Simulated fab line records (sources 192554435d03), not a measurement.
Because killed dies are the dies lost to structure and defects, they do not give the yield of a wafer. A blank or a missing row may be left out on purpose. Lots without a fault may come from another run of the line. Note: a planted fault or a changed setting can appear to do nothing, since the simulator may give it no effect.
Which tool was responsible? | flow n5_finfet | Sampling: 9 lots, 27 wafers, 4 of 1938 route steps

== WHAT THE GAUGES READ, wafer by wafer ==
N5_MOL_CONTACT_COAG_CD_MEAS_84: the cd target is 25.1 nm.
lot  | measured     | on        | cd_nm (nm)
L853 | day 5 03:58  | cd_sem-03 | 25.36 25.17 25.14
L854 | day 5 08:35  | cd_sem-03 | 24.99 25.04 25.41
L857 | day 6 04:31  | cd_sem-03 | 24.80 25.24 24.88
L862 | day 7 11:58  | cd_sem-01 | 25.42 25.65 25.06
L868 | day 8 23:49  | cd_sem-03 | 24.48 25.29 24.68
L869 | day 9 11:40  | cd_sem-03 | 24.77 25.23 25.42
L872 | day 9 19:04  | cd_sem-02 | 24.99 24.95 25.17
L874 | day 10 06:53 | cd_sem-03 | 25.42 24.68 24.37
L876 | day 10 20:39 | cd_sem-01 | 24.98 24.45 25.18

== EACH LOT AND THE TOOL THAT RAN IT (in order: tool; ch and the chambers of the sampled wafers; start) ==
lot  | N5_MOL_CONTACT_COAG_ETCH_59        | N5_MOL_CONTACT_COAG_ETCH_106       | N5_MOL_CONTACT_COAG_CMP_28
L853 | rie_diel-06 ch 0,2,3, day 4 17:19  | rie_diel-06 ch 0,2,3, day 4 17:22  | cmp-01 ch 0,2,3, day 5 02:37
L854 | rie_diel-04 ch 0,1,2, day 4 22:34  | rie_diel-04 ch 0,1,2, day 4 22:37  | cmp-02 ch 0,2,3, day 5 07:05
L857 | rie_diel-01 ch 0,2,3, day 5 19:49  | rie_diel-01 ch 0,2,3, day 5 19:52  | cmp-01 ch 0,1,3, day 6 03:23
L862 | rie_diel-01 ch 1,3, day 7 00:29    | rie_diel-01 ch 1,3, day 7 00:32    | cmp-02 ch 1,3, day 7 10:48
L868 | rie_diel-01 ch 0,3, day 8 12:29    | rie_diel-01 ch 0,3, day 8 12:32    | cmp-01 ch 1,3, day 8 22:26
L869 | rie_diel-04 ch 0,2, day 8 23:40    | rie_diel-04 ch 0,2, day 8 23:43    | cmp-01 ch 1,2,3, day 9 10:25
L872 | rie_diel-06 ch 0,1,3, day 9 10:27  | rie_diel-06 ch 0,1,3, day 9 10:30  | cmp-02 ch 0,2,3, day 9 17:45
L874 | rie_diel-01 ch 0,1,2, day 9 21:11  | rie_diel-01 ch 0,1,2, day 9 21:14  | cmp-02 ch 0,2, day 10 05:05
L876 | rie_diel-06 ch 1,2,3, day 10 10:30 | rie_diel-06 ch 1,2,3, day 10 10:33 | cmp-03 ch 0,2, day 10 19:28
- N5_MOL_CONTACT_COAG_ETCH_59: etches underlayer in N2/H2, target depth 13 nm, time 10.4 s.
- N5_MOL_CONTACT_COAG_ETCH_106: etches SOC in N2/H2, target depth 80 nm, overetch 16 nm, time 120 s.
- N5_MOL_CONTACT_COAG_CMP_28: polishes, stops on SiNx, t overpolish 0.85 s, target thk 14.522 nm.

== THE ANSWER, worked out from the rows above alone ==
Rule: usual is defined by the lots themselves. Put in order of their means at a reading, lots are off if they are a third of the lots or fewer, leave a main group of 4 or more, and stand apart from it by a gap of 3 or more times the standard deviation of the main group's means; of several such gaps the widest counts. If all means in a main group match to the digits the tables above print for the reading, that group is not used. Also off: a lot with no number at a reading for which 4 or more lots have one. Any other lot the step has rows for is counted as sound.
None of the lots is off at any reading shown; this tells nothing.

== WHAT THE SIMULATOR HAD PUT IN ==
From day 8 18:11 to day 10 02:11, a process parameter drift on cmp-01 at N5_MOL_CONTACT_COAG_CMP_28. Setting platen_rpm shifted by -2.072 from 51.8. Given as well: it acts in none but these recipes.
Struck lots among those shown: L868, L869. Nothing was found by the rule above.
